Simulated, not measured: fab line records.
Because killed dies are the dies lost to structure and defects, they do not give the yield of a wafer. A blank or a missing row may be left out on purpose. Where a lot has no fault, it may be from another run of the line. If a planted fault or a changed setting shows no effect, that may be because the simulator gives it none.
Matching of chambers / flow n5Finfet / N5_BEOL_M0_STRIP_140 on rieDiel-04: 4 sister chambers
The step strips in CF4. 16 wafers are shown with their chamber, then 8 later ones without.

== WAFERS PAIRED WITH THEIR CHAMBERS ==
wafer=L075.1; chamber=2; showerheadPlenumPTorr (Torr)=1.80; drypumpMotorCurrentA (A)=5.5; throttleValvePct (%)=13.73
wafer=L075.2; chamber=0; showerheadPlenumPTorr (Torr)=1.73; drypumpMotorCurrentA (A)=5.8; throttleValvePct (%)=13.34
wafer=L075.4; chamber=3; showerheadPlenumPTorr (Torr)=1.74; drypumpMotorCurrentA (A)=6.1; throttleValvePct (%)=13.42
wafer=L077.1; chamber=1; showerheadPlenumPTorr (Torr)=1.84; drypumpMotorCurrentA (A)=5.5; throttleValvePct (%)=13.96
wafer=L077.2; chamber=3; showerheadPlenumPTorr (Torr)=1.74; drypumpMotorCurrentA (A)=6.1; throttleValvePct (%)=13.42
wafer=L077.4; chamber=2; showerheadPlenumPTorr (Torr)=1.80; drypumpMotorCurrentA (A)=5.5; throttleValvePct (%)=13.76
wafer=L078.4; chamber=2; showerheadPlenumPTorr (Torr)=1.80; drypumpMotorCurrentA (A)=5.5; throttleValvePct (%)=13.76
wafer=L078.5; chamber=1; showerheadPlenumPTorr (Torr)=1.84; drypumpMotorCurrentA (A)=5.5; throttleValvePct (%)=13.97
wafer=L078.6; chamber=2; showerheadPlenumPTorr (Torr)=1.80; drypumpMotorCurrentA (A)=5.5; throttleValvePct (%)=13.79
wafer=L080.1; chamber=2; showerheadPlenumPTorr (Torr)=1.79; drypumpMotorCurrentA (A)=5.5; throttleValvePct (%)=13.79
wafer=L080.2; chamber=3; showerheadPlenumPTorr (Torr)=1.74; drypumpMotorCurrentA (A)=6.1; throttleValvePct (%)=13.43
wafer=L080.6; chamber=2; showerheadPlenumPTorr (Torr)=1.79; drypumpMotorCurrentA (A)=5.5; throttleValvePct (%)=13.76
wafer=L087.1; chamber=0; showerheadPlenumPTorr (Torr)=1.73; drypumpMotorCurrentA (A)=5.8; throttleValvePct (%)=13.38
wafer=L087.4; chamber=1; showerheadPlenumPTorr (Torr)=1.84; drypumpMotorCurrentA (A)=5.5; throttleValvePct (%)=14.01
wafer=L087.6; chamber=0; showerheadPlenumPTorr (Torr)=1.73; drypumpMotorCurrentA (A)=5.9; throttleValvePct (%)=13.39
wafer=L089.2; chamber=1; showerheadPlenumPTorr (Torr)=1.84; drypumpMotorCurrentA (A)=5.5; throttleValvePct (%)=14.01

SIGNATURES, as means of the wafers listed above
reading=showerheadPlenumPTorr; chamber 0=1.7300; chamber 1=1.8400; chamber 2=1.7967; chamber 3=1.7400; scatter within a chamber=0.00333
reading=drypumpMotorCurrentA; chamber 0=5.833; chamber 1=5.500; chamber 2=5.500; chamber 3=6.100; scatter within a chamber=0.0236
reading=throttleValvePct; chamber 0=13.3700; chamber 1=13.9875; chamber 2=13.7650; chamber 3=13.4233; scatter within a chamber=0.0225
Rule: for a wafer and a chamber, the distance is found by dividing, reading by reading, the gap between the wafer's reading and the chamber's mean by the reading's scatter, squaring, summing and taking the root. If the next closest chamber is less than 2 further off than the closest, the wafer can't be placed; otherwise it belongs to the closest. The scatter: take each reading less its chamber's mean, square it, sum over the shown wafers, divide by the number of wafers less the number of chambers, and take the root.

== WAFERS WITHOUT THEIR CHAMBER ==
wafer=L089.4; showerheadPlenumPTorr (Torr)=1.73; drypumpMotorCurrentA (A)=5.8; throttleValvePct (%)=13.39
wafer=L089.6; showerheadPlenumPTorr (Torr)=1.84; drypumpMotorCurrentA (A)=5.5; throttleValvePct (%)=14.02
wafer=L091.3; showerheadPlenumPTorr (Torr)=1.72; drypumpMotorCurrentA (A)=5.9; throttleValvePct (%)=13.43
wafer=L091.4; showerheadPlenumPTorr (Torr)=1.79; drypumpMotorCurrentA (A)=5.5; throttleValvePct (%)=13.80
wafer=L091.5; showerheadPlenumPTorr (Torr)=1.79; drypumpMotorCurrentA (A)=5.5; throttleValvePct (%)=13.80
wafer=L094.1; showerheadPlenumPTorr (Torr)=1.79; drypumpMotorCurrentA (A)=5.6; throttleValvePct (%)=13.84
wafer=L094.3; showerheadPlenumPTorr (Torr)=1.72; drypumpMotorCurrentA (A)=5.9; throttleValvePct (%)=13.43
wafer=L094.5; showerheadPlenumPTorr (Torr)=1.83; drypumpMotorCurrentA (A)=5.5; throttleValvePct (%)=14.08

== EACH ONE'S CHAMBER ==
wafer=L089.4; from the rows above=0; in truth=0
wafer=L089.6; from the rows above=1; in truth=1
wafer=L091.3; from the rows above=0; in truth=0
wafer=L091.4; from the rows above=2; in truth=2
wafer=L091.5; from the rows above=2; in truth=2
wafer=L094.1; from the rows above=2; in truth=2
wafer=L094.3; from the rows above=0; in truth=0
wafer=L094.5; from the rows above=1; in truth=1
Correctly placed: 8 of 8. Number that these rows cannot place: 0. Wrongly placed: 0.
